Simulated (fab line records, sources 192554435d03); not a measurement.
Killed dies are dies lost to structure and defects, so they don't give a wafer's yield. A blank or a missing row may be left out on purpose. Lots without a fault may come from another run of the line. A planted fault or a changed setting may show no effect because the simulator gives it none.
fab line records | flow n5_finfet
record lots=24 wafers=72 last_day=19
route steps=1938 shown BEOL_M3@981
lots that met no fault: from a run of the same line without faults
start_h: hours from the record's first day to the start of the lot's first wafer shown | wait_h: hours since the lot's step before | " the same as in the row above | L1.1+2: a row that stands for several wafers | - no value, or no start given | * or withheld: withheld | < > ~ a bound
route shown NAME@n: a module of which the file shows steps, and the number in the route of the first | usual: mean/standard deviation of fault-free wafers | same: alike in all rows | chamber/n: place in a boat | sites: the reading at each site | _std_site: their standard deviation | _edge_site: outer sites' mean less inner sites' | radius_mm: how far each site lies from the wafer's centre | mask NAME#n: copy n | behind: the tool/chamber that last shaped the wafer | hold: why the lot was held/for how many hours/how that ended | device: the transistor (n, p or np) that didn't switch | end of line: the same wafers' tests at the end of the route | a step without rows: its recipe alone | killed: dies lost to structure and defects at the first sort, not the wafer's yield | map: a wafer's dies, x killed, . not, _ none there
set.NAME: the setting as run; set.NAME@STEP: as run at that earlier step | model.NAME: the simulator's own value behind a step, which no gauge read
steps of the route over a sample of lots; a table a step, a row a wafer
services: from which hour (start_h, from the record's first day; less than 0 if before it) a tool's chamber was out of use, for how many hours, and why
## steps
# step N5_BEOL_M3_ETCH_41
# recipe chemistry=CH3F/O2 target=SiCN target_depth_a=299 taper_deg=2 time_s=52.5 ion_energy_ev=120 mask_material=TiN pressure_mtorr=30 source_w=395 bias_w=75 Ar_flow_sccm=150 CH3F_flow_sccm=30 O2_flow_sccm=20
# usual drypump_motor_current_A=5.8/0.61 oes_product_au=0.78/0.072 rf_vpp_V=297.1/1.5 showerhead_plenum_p_Torr=1.99/0.056 throttle_valve_pct=16.32/0.22
# columns lot.wafer tool chamber start_h wait_h drypump_motor_current_A oes_product_au rf_hours_counter_h rf_vpp_V showerhead_plenum_p_Torr throttle_valve_pct
L074.1 rie_diel-02 0 - - 5.4 0.87 51 297.1 2.01 16.00
L074.3 " 2 " " 6.5 0.80 74 295.9 1.95 16.19
L074.5 " 1 " " 6.4 0.76 - 298.5 2.07 16.01
L075.1 rie_diel-04 3 - - 5.6 0.80 124 297.0 1.93 16.42
L075.3 " 0 " " 6.0 0.93 29 296.2 1.97 16.18
L075.6 " 1 " " 5.1 0.89 - 297.6 2.02 16.28
L076.2 rie_diel-04 1 - - 5.1 0.89 42 296.0 2.02 16.28
L076.3 " 0 " " 6.0 0.91 33 297.4 1.97 16.19
L076.5 " 2 " " 5.2 0.69 - 293.8 1.90 16.39
L077.2 rie_diel-06 2 - - 5.7 0.76 141 295.3 1.91 16.42
L077.4 " 1 " " 6.0 0.70 202 299.2 2.06 16.62
L077.6 " 2 " " 5.7 0.77 - 296.8 1.91 16.39
L078.1 rie_diel-04 1 - - 5.2 0.87 43 297.0 2.02 16.28
L078.4 " 0 " " 6.0 0.90 34 297.6 1.97 16.17
L078.6 " 3 " " 5.6 0.77 - 296.9 1.93 16.43
L079.1 rie_diel-02 0 - - 5.4 0.86 58 298.9 2.01 16.02
L079.2 " 3 " " 6.8 0.80 97 296.2 1.94 16.64
L079.4 " 1 " " 6.4 0.74 - 301.2 2.07 16.01
L080.1 rie_diel-06 2 - - 5.7 0.76 147 296.3 1.91 16.42
L080.3 " 0 " " 6.5 0.90 23 298.6 2.04 16.10
L080.4 " 1 " " 6.0 0.70 205 299.7 2.06 16.61
L081.2 rie_diel-02 2 - - 6.5 0.79 83 295.9 1.95 16.22
L081.4 " 1 " " 6.4 0.74 172 299.2 2.06 16.02
L081.6 " 0 " " 5.4 0.85 - 297.1 2.01 16.04
L082.1 rie_diel-04 3 - - 5.6 0.77 137 296.6 1.92 16.44
L082.4 " 0 " " 6.0 0.91 43 296.4 1.96 16.22
L082.6 " 0 " " 6.0 0.90 - 295.6 1.96 16.21
L085.2 rie_diel-06 1 - - 6.0 0.70 208 299.1 2.06 16.59
L085.4 " 0 " " 6.5 0.90 26 299.4 2.04 16.12
L085.6 " 1 " " 6.0 0.70 - 297.6 2.06 16.60
L083.1 rie_diel-02 3 - - 6.8 0.80 107 294.8 1.94 16.66
L083.2 " 2 " " 6.5 0.79 87 296.3 1.95 16.23
L083.5 " 2 " " 6.5 0.78 - 296.0 1.95 16.20
L084.2 rie_diel-06 1 - - 6.0 0.69 211 299.9 2.06 16.62
L084.4 " 0 " " 6.5 0.89 29 298.4 2.04 16.11
L084.5 " 3 " " 4.9 0.72 - 296.9 2.00 16.48
L087.3 rie_diel-02 0 - - 5.4 0.85 71 298.5 2.01 16.05
L087.4 " 3 " " 6.8 0.80 110 297.8 1.94 16.66
L087.5 " 1 " " 6.4 0.74 - 297.4 2.06 16.04
L086.2 rie_diel-04 2 - - 5.2 0.68 216 296.3 1.89 16.44
L086.4 " 3 " " 5.6 0.77 145 295.9 1.92 16.44
L086.5 " 2 " " 5.2 0.68 - 293.3 1.89 16.43
L089.1 rie_diel-06 0 - - 6.4 0.89 32 299.3 2.03 16.11
L089.2 " 1 " " 6.0 0.69 214 298.4 2.05 16.63
L089.4 " 2 " " 5.7 0.76 157 294.3 1.90 16.45
L088.1 rie_diel-02 0 - - 5.4 0.84 76 298.8 2.01 16.05
L088.2 " 3 " " 6.8 0.79 115 295.4 1.93 16.69
L088.5 " 1 " " 6.4 0.73 - 297.4 2.06 16.04
L090.1 rie_diel-06 0 - - 6.5 0.89 36 298.8 2.03 16.11
L090.4 " 1 " " 6.0 0.69 217 298.1 2.05 16.64
L090.6 " 0 " " 6.4 0.88 - 296.5 2.03 16.12
L091.1 rie_diel-06 0 - - 6.5 0.88 37 298.9 2.03 16.12
L091.2 " 1 " " 6.0 0.69 218 300.3 2.05 16.64
L091.4 " 3 " " 4.9 0.72 178 296.7 2.00 16.50
L092.2 rie_diel-06 1 - - 6.0 0.69 225 297.4 2.05 16.65
L092.3 " 3 " " 4.9 0.71 186 297.2 2.00 16.51
L092.5 " 1 " " 6.0 0.68 - 298.7 2.05 16.64
L094.3 rie_diel-02 3 - - 6.8 0.79 124 296.1 1.93 16.69
L094.4 " 0 " " 5.4 0.83 85 299.2 2.00 16.07
L094.5 " 1 " " 6.4 0.72 - 298.9 2.06 16.07
L093.2 rie_diel-04 1 - - 5.1 0.84 70 297.8 2.01 16.34
L093.4 " 3 " " 5.6 0.76 158 294.9 1.92 16.47
L093.6 " 3 " " 5.6 0.77 - 295.4 1.92 16.46
L095.1 rie_diel-02 3 - - 6.8 0.78 129 295.7 1.93 16.72
L095.3 " 0 " " 5.4 0.83 90 298.0 2.00 16.09
L095.4 " 2 " " 6.5 0.76 109 297.3 1.94 16.26
L096.1 rie_diel-06 3 - - 5.0 0.70 190 296.0 2.00 16.51
L096.3 " 2 " " 5.7 0.74 174 296.6 1.90 16.45
L096.4 " 0 " " 6.5 0.85 50 299.3 2.03 16.13
L097.1 rie_diel-02 2 - - 6.5 0.76 112 296.7 1.94 16.26
L097.3 " 1 " " 6.4 0.72 199 298.7 2.06 16.07
L097.6 " 0 " " 5.4 0.82 - 298.9 2.00 16.09
# step N5_BEOL_M3_DEGAS_44
# recipe ambient=vacuum temp_c=250 time_s=60
# usual heater_power_w=320/37 susceptor_temp_C=250.00/0.18
# columns lot.wafer tool chamber start_h wait_h heater_power_w susceptor_temp_C
L074.1 pvd_sputter-01 - 173.83 0.0 351 250.06
L074.3 " - " " 382 250.04
L074.5 " - " " 392 250.00
L075.1 pvd_sputter-03 - 178.23 0.4 300 250.31
L075.3 " - " " 320 249.98
L075.6 " - " " 301 250.17
L076.2 pvd_sputter-01 - 190.86 1.6 389 250.01
L076.3 " - " " 357 249.90
L076.5 " - " " 384 250.11
L077.2 pvd_sputter-01 - 193.83 0.4 385 249.84
L077.4 " - " " 356 249.85
L077.6 " - " " 305 249.65
L078.1 pvd_sputter-01 - 193.91 0.3 358 249.95
L078.4 " - " " 380 249.89
L078.6 " - " " 384 249.97
L079.1 pvd_sputter-02 - 194.14 0.1 264 250.06
L079.2 " - " " 318 249.88
L079.4 " - " " 297 249.98
L080.1 pvd_sputter-01 - 213.87 0.1 354 249.67
L080.3 " - " " 295 249.93
L080.4 " - " " 379 249.78
L081.2 pvd_sputter-03 - 217.37 0.5 298 250.06
L081.4 " - " " 325 249.77
L081.6 " - " " 301 249.95
L082.1 pvd_sputter-02 - 222.35 0.6 309 250.18
L082.4 " - " " 313 249.98
L082.6 " - " " 291 250.10
L085.2 pvd_sputter-02 - 225.20 0.0 347 250.38
L085.4 " - " " 267 250.35
L085.6 " - " " 342 250.25
L083.1 pvd_sputter-03 - 228.22 0.5 327 249.73
L083.2 " - " " 294 250.00
L083.5 " - " " 300 250.03
L084.2 pvd_sputter-03 - 236.02 0.5 337 249.99
L084.4 " - " " 298 250.06
L084.5 " - " " 306 249.77
L087.3 pvd_sputter-01 - 243.19 0.2 379 249.84
L087.4 " - " " 305 249.96
L087.5 " - " " 390 249.95
L086.2 pvd_sputter-03 - 244.64 0.7 324 250.37
L086.4 " - " " 349 250.32
L086.5 " - " " 336 250.15
L089.1 pvd_sputter-03 - 248.18 0.4 346 250.37
L089.2 " - " " 288 249.95
L089.4 " - " " 308 250.07
L088.1 pvd_sputter-03 - 258.32 0.0 321 249.81
L088.2 " - " " 341 249.89
L088.5 " - " " 299 250.08
L090.1 pvd_sputter-01 - 262.80 0.2 299 250.00
L090.4 " - " " 272 249.77
L090.6 " - " " 387 250.08
L091.1 pvd_sputter-03 - 266.61 0.7 304 249.84
L091.2 " - " " 343 249.97
L091.4 " - " " 332 250.16
L092.2 pvd_sputter-01 - 291.02 0.2 359 249.66
L092.3 " - " " 263 250.28
L092.5 " - " " 367 250.06
L094.3 pvd_sputter-03 - 291.07 0.1 299 250.36
L094.4 " - " " 319 249.72
L094.5 " - " " 299 250.19
L093.2 pvd_sputter-01 - 291.20 0.0 303 250.34
L093.4 " - " " 264 249.96
L093.6 " - " " 265 250.11
L095.1 pvd_sputter-03 - 305.03 0.5 301 250.19
L095.3 " - " " 343 250.12
L095.4 " - " " 322 249.93
L096.1 pvd_sputter-01 - 307.32 0.1 361 250.06
L096.3 " - " " 262 249.85
L096.4 " - " " 296 249.92
L097.1 pvd_sputter-02 - 316.22 0.2 314 249.90
L097.3 " - " " 267 250.34
L097.6 " - " " 357 250.21
# step N5_BEOL_M3_SPUTTER_79
# recipe material=Cu target_thk_a=45 temp_c=-20 chamber_pressure_pa=0.07 power_w=withheld time_s=8.29
# usual susceptor_temp_C=-19.98/0.11 throttle_valve_pct=30.2/1.5
# columns lot.wafer tool chamber start_h wait_h susceptor_temp_C throttle_valve_pct
L074.1 pvd_sputter-03 - 175.19 0.1 -19.79 28.3
L074.3 " - " " -20.11 30.9
L074.5 " - " " -19.97 28.1
L075.1 pvd_sputter-01 - 179.49 0.1 -20.10 33.2
L075.3 " - " " -19.99 31.2
L075.6 " - " " -19.94 31.5
L076.2 pvd_sputter-01 - 192.03 0.1 -20.11 31.2
L076.3 " - " " -19.99 29.5
L076.5 " - " " -19.90 29.6
L077.2 pvd_sputter-03 - 194.67 0.1 -20.02 28.0
L077.4 " - " " -19.99 29.9
L077.6 " - " " -20.11 28.2
L078.1 pvd_sputter-02 - 195.09 0.1 -19.92 28.0
L078.4 " - " " -19.93 30.0
L078.6 " - " " -19.79 30.2
L079.1 pvd_sputter-03 - 196.59 0.1 -20.06 28.1
L079.2 " - " " -20.16 30.7
L079.4 " - " " -19.84 29.9
L080.1 pvd_sputter-03 - 215.23 0.1 -19.91 29.9
L080.3 " - " " -20.02 31.0
L080.4 " - " " -20.27 28.1
L081.2 pvd_sputter-01 - 218.39 0.1 -19.77 30.2
L081.4 " - " " -19.87 29.2
L081.6 " - " " -19.96 31.1
L082.1 pvd_sputter-03 - 223.30 0.1 -19.94 28.3
L082.4 " - " " -20.01 29.7
L082.6 " - " " -20.01 30.6
L085.2 pvd_sputter-02 - 226.10 0.1 -20.13 30.0
L085.4 " - " " -20.11 31.0
L085.6 " - " " -20.12 30.2
L083.1 pvd_sputter-02 - 229.10 0.1 -20.02 28.0
L083.2 " - " " -19.89 30.9
L083.5 " - " " -19.95 30.1
L084.2 pvd_sputter-01 - 236.95 0.1 -19.93 30.4
L084.4 " - " " -19.81 31.2
L084.5 " - " " -19.87 33.2
L087.3 pvd_sputter-02 - 244.06 0.1 -20.02 28.3
L087.4 " - " " -20.09 30.0
L087.5 " - " " -19.83 31.2
L086.2 pvd_sputter-03 - 245.86 0.1 -19.78 30.4
L086.4 " - " " -20.12 28.5
L086.5 " - " " -19.94 30.6
L089.1 pvd_sputter-03 - 251.10 0.1 -20.03 29.7
L089.2 " - " " -19.82 28.4
L089.4 " - " " -19.83 28.3
L088.1 pvd_sputter-01 - 259.20 0.1 -20.19 31.1
L088.2 " - " " -19.99 33.4
L088.5 " - " " -19.89 33.3
L090.1 pvd_sputter-01 - 263.83 0.1 -19.86 29.5
L090.4 " - " " -19.81 33.5
L090.6 " - " " -20.01 31.5
L091.1 pvd_sputter-01 - 267.46 0.1 -20.04 31.3
L091.2 " - " " -20.20 29.6
L091.4 " - " " -19.99 30.6
L092.2 pvd_sputter-02 - 291.84 0.1 -19.94 30.1
L092.3 " - " " -19.91 30.2
L092.5 " - " " -19.91 30.2
L094.3 pvd_sputter-01 - 292.04 0.1 -19.88 30.8
L094.4 " - " " -20.03 33.4
L094.5 " - " " -19.96 33.4
L093.2 pvd_sputter-03 - 293.60 0.1 -20.27 30.4
L093.4 " - " " -19.79 28.4
L093.6 " - " " -19.97 30.0
L095.1 pvd_sputter-03 - 305.99 0.1 -19.96 29.7
L095.3 " - " " -20.06 30.6
L095.4 " - " " -19.95 28.1
L096.1 pvd_sputter-01 - 308.26 0.1 -19.90 31.1
L096.3 " - " " -20.10 30.6
L096.4 " - " " -19.92 29.6
L097.1 pvd_sputter-01 - 317.07 0.1 -19.96 33.3
L097.3 " - " " -19.99 29.3
L097.6 " - " " -19.98 33.2
# step N5_BEOL_M3_ANNEAL_51
# recipe temp_c=225 time_s=90 ambient=N2
# usual anneal_temp_c_max=226.1/0.36 wafer_temp_C_max=225.82/0.3
# columns lot.wafer tool chamber start_h wait_h anneal_temp_c_max wafer_temp_C_max
L074.1 rtp_anneal-01 0 176.92 0.1 226.5 225.91
L074.3 " 0 " " 226.6 225.70
L074.5 " 0 " " 226.5 225.95
L075.1 rtp_anneal-02 0 181.22 0.1 225.6 226.02
L075.3 " 0 " " 226.2 226.08
L075.6 " 0 " " 225.7 225.93
L076.2 rtp_anneal-02 0 193.81 0.1 225.9 225.80
L076.3 " 0 " " 226.0 225.92
L076.5 " 0 " " 226.0 225.76
L077.2 rtp_anneal-01 0 196.45 0.1 226.7 225.70
L077.4 " 0 " " 226.3 225.43
L077.6 " 0 " " 226.3 225.36
L078.1 rtp_anneal-01 0 197.03 0.1 226.1 225.57
L078.4 " 0 " " 226.4 225.50
L078.6 " 0 " " 226.7 225.40
L079.1 rtp_anneal-02 0 198.32 0.1 226.1 225.71
L079.2 " 0 " " 225.8 226.56
L079.4 " 0 " " 226.1 226.12
L080.1 rtp_anneal-01 0 217.08 0.1 226.3 225.61
L080.3 " 0 " " 225.8 225.88
L080.4 " 0 " " 225.9 226.23
L081.2 rtp_anneal-02 0 220.17 0.1 225.4 225.86
L081.4 " 0 " " 225.7 226.12
L081.6 " 0 " " 225.9 225.76
L082.1 rtp_anneal-02 0 225.04 0.1 226.0 225.86
L082.4 " 0 " " 225.8 226.22
L082.6 " 0 " " 225.9 226.12
L085.2 rtp_anneal-02 0 227.88 0.1 225.8 225.74
L085.4 " 0 " " 225.7 226.24
L085.6 " 0 " " 225.4 225.99
L083.1 rtp_anneal-01 0 230.83 0.1 226.1 225.57
L083.2 " 0 " " 226.5 225.59
L083.5 " 0 " " 226.4 225.58
L084.2 rtp_anneal-01 0 238.74 0.1 226.6 225.35
L084.4 " 0 " " 226.8 225.66
L084.5 " 0 " " 225.9 225.60
L087.3 rtp_anneal-01 0 245.89 0.1 226.1 225.64
L087.4 " 0 " " 226.0 225.25
L087.5 " 0 " " 226.8 225.54
L086.2 rtp_anneal-01 0 247.65 0.1 226.6 225.93
L086.4 " 0 " " 225.9 225.80
L086.5 " 0 " " 226.2 225.85
L089.1 rtp_anneal-01 0 252.84 0.1 226.4 225.54
L089.2 " 0 " " 226.5 225.81
L089.4 " 0 " " 226.3 226.24
L088.1 rtp_anneal-02 0 260.94 0.1 225.9 226.17
L088.2 " 0 " " 225.8 226.06
L088.5 " 0 " " 225.9 226.16
L090.1 rtp_anneal-02 0 265.64 0.1 225.6 226.02
L090.4 " 0 " " 225.9 225.95
L090.6 " 0 " " 225.6 226.36
L091.1 rtp_anneal-01 0 269.20 0.1 226.3 225.84
L091.2 " 0 " " 226.0 225.93
L091.4 " 0 " " 227.0 225.83
L092.2 rtp_anneal-01 0 293.62 0.1 226.7 225.62
L092.3 " 0 " " 226.2 225.53
L092.5 " 0 " " 225.9 225.31
L094.3 rtp_anneal-01 0 293.94 0.2 226.4 225.78
L094.4 " 0 " " 226.2 225.67
L094.5 " 0 " " 226.3 225.59
L093.2 rtp_anneal-02 0 295.38 0.1 225.6 226.22
L093.4 " 0 " " 225.7 225.96
L093.6 " 0 " " 225.7 226.23
L095.1 rtp_anneal-01 0 307.73 0.1 226.1 225.69
L095.3 " 0 " " 226.5 226.19
L095.4 " 0 " " 226.7 225.75
L096.1 rtp_anneal-01 0 310.02 0.1 226.1 225.55
L096.3 " 0 " " 226.6 225.43
L096.4 " 0 " " 226.2 225.41
L097.1 rtp_anneal-02 0 318.83 0.1 225.9 226.37
L097.3 " 0 " " 225.8 226.30
L097.6 " 0 " " 226.0 225.88
# step N5_BEOL_M3_THK_MEAS_53
# recipe thk_meas_gauge=xrf reads=Cu_of_BEOL_M3_ECD_50
# usual M3_THK=40.4/1.4
# columns lot.wafer tool chamber start_h wait_h M3_THK[nm]
L074.1 film_metro-01 - 177.51 - 40.2
L074.3 " - " " 41.8
L074.5 " - " " 42.5
L075.1 film_metro-02 - 182.00 - 40.7
L075.3 " - " " 35.7
L075.6 " - " " 41.8
L076.2 film_metro-02 - 194.36 - 40.0
L076.3 " - " " 39.4
L076.5 " - " " 41.3
L077.2 film_metro-02 - 197.00 - 39.1
L077.4 " - " " 40.9
L077.6 " - " " 41.0
L078.1 film_metro-02 - 197.62 - 39.5
L078.4 " - " " 42.7
L078.6 " - " " 42.4
L079.1 film_metro-01 - 198.93 - 39.8
L079.2 " - " " 40.1
L079.4 " - " " 39.0
L080.1 film_metro-01 - 217.67 - 37.9
L080.3 " - " " 37.5
L080.4 " - " " 41.8
L081.2 film_metro-02 - 220.72 - 41.1
L081.4 " - " " 40.5
L081.6 " - " " 41.8
L082.1 film_metro-02 - 225.63 - 40.3
L082.4 " - " " 43.0
L082.6 " - " " 39.3
L085.2 film_metro-01 - 228.43 - 38.8
L085.4 " - " " 39.7
L085.6 " - " " 40.8
L083.1 film_metro-02 - 231.43 - 40.6
L083.2 " - " " 40.3
L083.5 " - " " 41.8
L084.2 film_metro-01 - 239.29 - 39.7
L084.4 " - " " 39.8
L084.5 " - " " 39.8
L087.3 film_metro-01 - 246.39 - 37.9
L087.4 " - " " 40.0
L087.5 " - " " 40.2
L086.2 film_metro-02 - 248.19 - 39.7
L086.4 " - " " 41.5
L086.5 " - " " 39.0
L089.1 film_metro-01 - 253.43 - 42.0
L089.2 " - " " 39.3
L089.4 " - " " 41.3
L088.1 film_metro-01 - 261.53 - 40.9
L088.2 " - " " 40.2
L088.5 " - " " 42.4
L090.1 film_metro-01 - 266.23 - 40.9
L090.4 " - " " 40.9
L090.6 " - " " 40.7
L091.1 film_metro-01 - 269.79 - 40.1
L091.2 " - " " 42.6
L091.4 " - " " 41.9
L092.2 film_metro-02 - 294.17 - 40.3
L092.3 " - " " 40.1
L092.5 " - " " 43.6
L094.3 film_metro-02 - 294.47 - 40.5
L094.4 " - " " 43.1
L094.5 " - " " 40.0
L093.2 film_metro-01 - 295.94 - 41.3
L093.4 " - " " 39.5
L093.6 " - " " 42.0
L095.1 film_metro-01 - 308.32 - 37.2
L095.3 " - " " 40.7
L095.4 " - " " 39.5
L096.1 film_metro-02 - 310.61 - 39.5
L096.3 " - " " 39.1
L096.4 " - " " 39.8
L097.1 film_metro-02 - 319.42 - 40.0
L097.3 " - " " 39.7
L097.6 " - " " 40.6
# step N5_BEOL_M3_PRE_CLEAN_60
# recipe gas=NH3/H2 time_s=15 temp_c=* rf_power_w=300
# usual heater_power_outer_w=26/9.9 heater_power_w=91/18 susceptor_temp_C=*
# columns lot.wafer tool chamber start_h wait_h heater_power_outer_w heater_power_w susceptor_temp_C
L074.1 cvd_co-02 1 177.55 0.0 22 82 *
L074.3 " 2 " " 28 78 *
L074.5 " 2 " " 29 80 *
L075.1 cvd_co-01 0 182.03 0.0 36 97 *
L075.3 " 1 " " 43 125 *
L075.6 " 0 " " 36 96 *
L076.2 cvd_co-02 1 194.42 0.1 22 83 *
L076.3 " 2 " " 29 80 *
L076.5 " 0 " " 22 102 *
L077.2 cvd_co-01 0 197.03 0.0 36 97 *
L077.4 " 2 " " 7 58 *
L077.6 " 0 " " 36 98 *
L078.1 cvd_co-02 2 197.65 0.0 30 79 *
L078.4 " 1 " " 22 83 *
L078.6 " 0 " " 22 101 *
L079.1 cvd_co-01 1 198.97 0.0 42 124 *
L079.2 " 0 " " 37 95 *
L079.4 " 1 " " 42 123 *
L080.1 cvd_co-02 2 217.71 0.0 29 79 *
L080.3 " 0 " " 23 103 *
L080.4 " 1 " " 22 82 *
L081.2 cvd_co-01 0 220.76 0.0 37 95 *
L081.4 " 0 " " 36 94 *
L081.6 " 1 " " 42 120 *
L082.1 cvd_co-01 2 225.66 0.0 7 59 *
L082.4 " 1 " " 41 124 *
L082.6 " 0 " " 36 96 *
L085.2 cvd_co-02 0 228.46 0.0 22 106 *
L085.4 " 1 " " 22 82 *
L085.6 " 0 " " 21 104 *
L083.1 cvd_co-02 1 231.46 0.0 23 82 *
L083.2 " 2 " " 29 80 *
L083.5 " 1 " " 22 81 *
L084.2 cvd_co-02 2 239.33 0.0 29 80 *
L084.4 " 0 " " 22 102 *
L084.5 " 1 " " 22 81 *
L087.3 cvd_co-01 1 246.43 0.0 43 124 *
L087.4 " 2 " " 7 60 *
L087.5 " 0 " " 37 96 *
L086.2 cvd_co-01 1 248.23 0.0 41 125 *
L086.4 " 1 " " 41 125 *
L086.5 " 0 " " 36 96 *
L089.1 cvd_co-01 0 253.47 0.0 36 97 *
L089.2 " 2 " " 7 59 *
L089.4 " 0 " " 37 99 *
L088.1 cvd_co-02 1 261.56 0.0 22 84 *
L088.2 " 2 " " 29 80 *
L088.5 " 1 " " 22 82 *
L090.1 cvd_co-02 0 266.26 0.0 23 102 *
L090.4 " 2 " " 29 80 *
L090.6 " 1 " " 22 83 *
L091.1 cvd_co-02 0 269.82 0.0 23 106 *
L091.2 " 1 " " 22 84 *
L091.4 " 2 " " 28 80 *
L092.2 cvd_co-02 2 294.27 0.1 29 79 *
L092.3 " 0 " " 23 105 *
L092.5 " 2 " " 29 81 *
L094.3 cvd_co-02 0 294.52 0.0 23 106 *
L094.4 " 2 " " 29 78 *
L094.5 " 1 " " 22 84 *
L093.2 cvd_co-02 2 295.98 0.0 29 82 *
L093.4 " 2 " " 29 81 *
L093.6 " 0 " " 23 106 *
L095.1 cvd_co-01 2 308.36 0.0 7 61 *
L095.3 " 1 " " 43 127 *
L095.4 " 0 " " 36 96 *
L096.1 cvd_co-02 2 310.65 0.0 29 80 *
L096.3 " 0 " " 23 106 *
L096.4 " 1 " " 22 80 *
L097.1 cvd_co-02 0 319.46 0.0 24 105 *
L097.3 " 2 " " 28 80 *
L097.6 " 1 " " 22 85 *
## services
# columns tool chamber start_h hours kind
rie_diel-04 - 153.50 0.6 repair
cvd_co-02 - 159.69 17.8 repair
rie_diel-06 1 160.12 7.3 repair
cvd_co-01 - 176.06 0.8 repair
rie_diel-02 2 188.45 8.4 repair
rie_diel-06 1 198.28 9.6 repair
cvd_co-02 1 205.50 7.8 repair
rie_diel-04 - 216.50 0.6 repair
rie_diel-02 1 227.08 8.1 repair
rie_diel-04 1 232.09 5.6 repair
cvd_co-02 - 272.54 2.8 pm
rie_diel-06 3 296.14 2.1 repair
rtp_anneal-01 - 317.71 2.4 pm
## key
fault none
